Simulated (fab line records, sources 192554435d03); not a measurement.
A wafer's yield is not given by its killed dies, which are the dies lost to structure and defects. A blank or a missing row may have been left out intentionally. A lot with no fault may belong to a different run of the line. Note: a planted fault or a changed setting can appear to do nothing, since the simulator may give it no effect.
Lot-split experiment :: flow n5Finfet :: on a route of 1938 steps: 7 lots, 39 wafers read

## THE SPLIT ITSELF
At N5_DUMMY_GATE_EXPOSE_12 (exposes mask GATE, target cd 25 nm), the setting doseMj was moved away from the recipe's 34 on 18 of the 39 wafers read, by -7.3% to +7.5%. This setting was run at the recipe's value on the other wafers.

## FROM THE SPLIT TO THE READING: what the file shows between them, 10 steps
- N5_DUMMY_GATE_PEB_13: peb time 60 s
- N5_DUMMY_GATE_DEVELOP_14: develop time 30 s
- N5_DUMMY_GATE_CD_MEAS_15: target cd 25.8 nm
- N5_DUMMY_GATE_STRIP_38: strips in N2/H2
- N5_DUMMY_GATE_STRIP_39: strips in N2/H2
- N5_DUMMY_GATE_TRIM_49: chemistry O2, time 29 s, target cd 14 nm
- N5_DUMMY_GATE_STRIP_40: strips in CF4
- N5_DUMMY_GATE_CD_MEAS_50: target cd 14 nm
- N5_DUMMY_GATE_ETCH_31: etches SiO2 in C4F6/O2, target depth 82.5 nm, time 27.5 s (also split here: targetDepthA)
- N5_DUMMY_GATE_ETCH_44: etches poly-Si in HBr/O2, stops on SiO2, target depth 127.5 nm (also split here: targetDepthA)

## THE READING
At N5_DUMMY_GATE_CD_MEAS_24: cdNm in nanometres, against a target cd of 15 nm. Typical for fault-free wafers on this fab line: 14.9 nm, with standard deviation 0.32 nm.

wafer: L074.1
tool, chamber at the split: euvScanner-02, 0
doseMj as run: 31.53
against the recipe: -7.3%
cdNm, nm: 16.1
against lot-mates on the recipe: +1.4

wafer: L074.2
tool, chamber at the split: euvScanner-02, 0
doseMj as run: 34
against the recipe: recipe
cdNm, nm: 14.5
against lot-mates on the recipe: -

wafer: L074.3
tool, chamber at the split: euvScanner-02, 0
doseMj as run: 31.53
against the recipe: -7.3%
cdNm, nm: 16.0
against lot-mates on the recipe: +1.3

wafer: L074.4
tool, chamber at the split: euvScanner-02, 0
doseMj as run: 31.53
against the recipe: -7.3%
cdNm, nm: 15.7
against lot-mates on the recipe: +1.0

wafer: L074.5
tool, chamber at the split: euvScanner-02, 0
doseMj as run: 34
against the recipe: recipe
cdNm, nm: 15.1
against lot-mates on the recipe: -

wafer: L074.6
tool, chamber at the split: euvScanner-02, 0
doseMj as run: 34
against the recipe: recipe
cdNm, nm: 14.5
against lot-mates on the recipe: -

wafer: L077.1
tool, chamber at the split: euvScanner-01, 0
doseMj as run: 35.44
against the recipe: +4.2%
cdNm, nm: 14.0
against lot-mates on the recipe: -1.0

wafer: L077.2
tool, chamber at the split: euvScanner-01, 0
doseMj as run: 34
against the recipe: recipe
cdNm, nm: 14.9
against lot-mates on the recipe: -

wafer: L077.3
tool, chamber at the split: euvScanner-01, 0
doseMj as run: 35.44
against the recipe: +4.2%
cdNm, nm: 14.7
against lot-mates on the recipe: -0.3

wafer: L077.4
tool, chamber at the split: euvScanner-01, 0
doseMj as run: 35.44
against the recipe: +4.2%
cdNm, nm: 13.9
against lot-mates on the recipe: -1.1

wafer: L077.5
tool, chamber at the split: euvScanner-01, 0
doseMj as run: 34
against the recipe: recipe
cdNm, nm: 15.1
against lot-mates on the recipe: -

wafer: L077.6
tool, chamber at the split: euvScanner-01, 0
doseMj as run: 34
against the recipe: recipe
cdNm, nm: 15.0
against lot-mates on the recipe: -

wafer: L080.1
tool, chamber at the split: euvScanner-02, 0
doseMj as run: 34
against the recipe: recipe
cdNm, nm: 14.9
against lot-mates on the recipe: -

wafer: L080.2
tool, chamber at the split: euvScanner-02, 0
doseMj as run: 36.29
against the recipe: +6.7%
cdNm, nm: 14.2
against lot-mates on the recipe: -0.7

wafer: L080.3
tool, chamber at the split: euvScanner-02, 0
doseMj as run: 34
against the recipe: recipe
cdNm, nm: 14.9
against lot-mates on the recipe: -

wafer: L080.4
tool, chamber at the split: euvScanner-02, 0
doseMj as run: 36.29
against the recipe: +6.7%
cdNm, nm: 13.3
against lot-mates on the recipe: -1.6

wafer: L080.5
tool, chamber at the split: euvScanner-02, 0
doseMj as run: 36.29
against the recipe: +6.7%
cdNm, nm: 14.1
against lot-mates on the recipe: -0.8

wafer: L080.6
tool, chamber at the split: euvScanner-02, 0
doseMj as run: 34
against the recipe: recipe
cdNm, nm: 14.8
against lot-mates on the recipe: -

wafer: L082.1
tool, chamber at the split: euvScanner-01, 0
doseMj as run: 36.55
against the recipe: +7.5%
cdNm, nm: 13.4
against lot-mates on the recipe: -1.4

wafer: L082.2
tool, chamber at the split: euvScanner-01, 0
doseMj as run: 36.55
against the recipe: +7.5%
cdNm, nm: 13.4
against lot-mates on the recipe: -1.4

wafer: L082.3
tool, chamber at the split: euvScanner-01, 0
doseMj as run: 34
against the recipe: recipe
cdNm, nm: 14.7
against lot-mates on the recipe: -

wafer: L082.4
tool, chamber at the split: euvScanner-01, 0
doseMj as run: 34
against the recipe: recipe
cdNm, nm: 15.1
against lot-mates on the recipe: -

wafer: L082.5
tool, chamber at the split: euvScanner-01, 0
doseMj as run: 36.55
against the recipe: +7.5%
cdNm, nm: 13.2
against lot-mates on the recipe: -1.6

wafer: L082.6
tool, chamber at the split: euvScanner-01, 0
doseMj as run: 34
against the recipe: recipe
cdNm, nm: 14.6
against lot-mates on the recipe: -

wafer: L090.1
tool, chamber at the split: euvScanner-01, 0
doseMj as run: 32.65
against the recipe: -4.0%
cdNm, nm: 16.0
against lot-mates on the recipe: +0.8

wafer: L090.2
tool, chamber at the split: euvScanner-01, 0
doseMj as run: 34
against the recipe: recipe
cdNm, nm: 15.2
against lot-mates on the recipe: -

wafer: L090.3
tool, chamber at the split: euvScanner-01, 0
doseMj as run: 34
against the recipe: recipe
cdNm, nm: 15.3
against lot-mates on the recipe: -

wafer: L090.4
tool, chamber at the split: euvScanner-01, 0
doseMj as run: 32.65
against the recipe: -4.0%
cdNm, nm: 15.8
against lot-mates on the recipe: +0.6

wafer: L090.5
tool, chamber at the split: euvScanner-01, 0
doseMj as run: 32.65
against the recipe: -4.0%
cdNm, nm: 14.9
against lot-mates on the recipe: -0.3

wafer: L090.6
tool, chamber at the split: euvScanner-01, 0
doseMj as run: 34
against the recipe: recipe
cdNm, nm: 15.1
against lot-mates on the recipe: -

wafer: L091.1
tool, chamber at the split: euvScanner-02, 0
doseMj as run: 34
against the recipe: recipe
cdNm, nm: 14.4
against lot-mates on the recipe: -

wafer: L091.3
tool, chamber at the split: euvScanner-02, 0
doseMj as run: 34
against the recipe: recipe
cdNm, nm: 14.7
against lot-mates on the recipe: -

wafer: L091.6
tool, chamber at the split: euvScanner-02, 0
doseMj as run: 34
against the recipe: recipe
cdNm, nm: 14.6
against lot-mates on the recipe: -

wafer: L094.1
tool, chamber at the split: euvScanner-01, 0
doseMj as run: 34.94
against the recipe: +2.8%
cdNm, nm: 14.3
against lot-mates on the recipe: -1.0

wafer: L094.2
tool, chamber at the split: euvScanner-01, 0
doseMj as run: 34
against the recipe: recipe
cdNm, nm: 15.1
against lot-mates on the recipe: -

wafer: L094.3
tool, chamber at the split: euvScanner-01, 0
doseMj as run: 34
against the recipe: recipe
cdNm, nm: 15.1
against lot-mates on the recipe: -

wafer: L094.4
tool, chamber at the split: euvScanner-01, 0
doseMj as run: 34.94
against the recipe: +2.8%
cdNm, nm: 14.9
against lot-mates on the recipe: -0.4

wafer: L094.5
tool, chamber at the split: euvScanner-01, 0
doseMj as run: 34
against the recipe: recipe
cdNm, nm: 15.7
against lot-mates on the recipe: -

wafer: L094.6
tool, chamber at the split: euvScanner-01, 0
doseMj as run: 34.94
against the recipe: +2.8%
cdNm, nm: 14.1
against lot-mates on the recipe: -1.2

FIT RESULTS
A straight line over all 39 wafers: cdNm changes by -0.168 nm for each +1% of doseMj; r = -0.89; the points scatter about the line by 0.34 nm.
The same after taking each lot's own level away (the mean of its wafers on the recipe; 39 wafers): -0.17 nm for each +1%; r = -0.91; scatter 0.31 nm.
According to that fit, moving doseMj by its largest amount changes the reading by 1.3 nm.
The span of the lots' own levels, 14.57 to 15.30 nm, comes to 2.3 times the standard deviation stated above.
The two slopes agree, so the slope changes little with the lot-to-lot level.
Check: with one of the wafers moved furthest among these (+7.5%) left out of the fit, the line predicts -1.33 nm for it against its lot-mates. Against them it came out at -1.4 nm.

## OTHER SPLITS ON THESE WAFERS
Other splits were also applied to these wafers ahead of the reading. Each is held against what the fit with the lots' levels taken away leaves over:
other split on the same wafers: N5_DUMMY_GATE_ETCH_31 targetDepthA
wafers away from the commonest value: 12
r with cdNm (lot level and that fit taken away): +0.06

other split on the same wafers: N5_DUMMY_GATE_ETCH_44 targetDepthA
wafers away from the commonest value: 15
r with cdNm (lot level and that fit taken away): -0.21

## THE WHOLE CHAIN: every reading that the file lists as answering this split, in the file's order
step: N5_DUMMY_GATE_CD_MEAS_15
what it does: target cd 25.8 nm
reading: cdNm
change (the file's fit): -0.198 nm for each +1% of the setting
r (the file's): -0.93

step: N5_DUMMY_GATE_TRIM_49
what it does: chemistry O2, time 29 s, target cd 14 nm
reading: DUMMY_GATE.cdNm (the simulator's own value, which no gauge read)
change (the file's fit): -0.197 nm for each +1% of the setting
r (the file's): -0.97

step: N5_DUMMY_GATE_CD_MEAS_50
what it does: target cd 14 nm
reading: cdNm
change (the file's fit): -0.191 nm for each +1% of the setting
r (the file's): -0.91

step: N5_DUMMY_GATE_CD_MEAS_24
what it does: target cd 15 nm
reading: cdNm
change (the file's fit): -0.177 nm for each +1% of the setting
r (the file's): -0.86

## THE FILE'S OWN FIT
cdNm changes by -0.177 nm for each +1% of doseMj, r = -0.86.
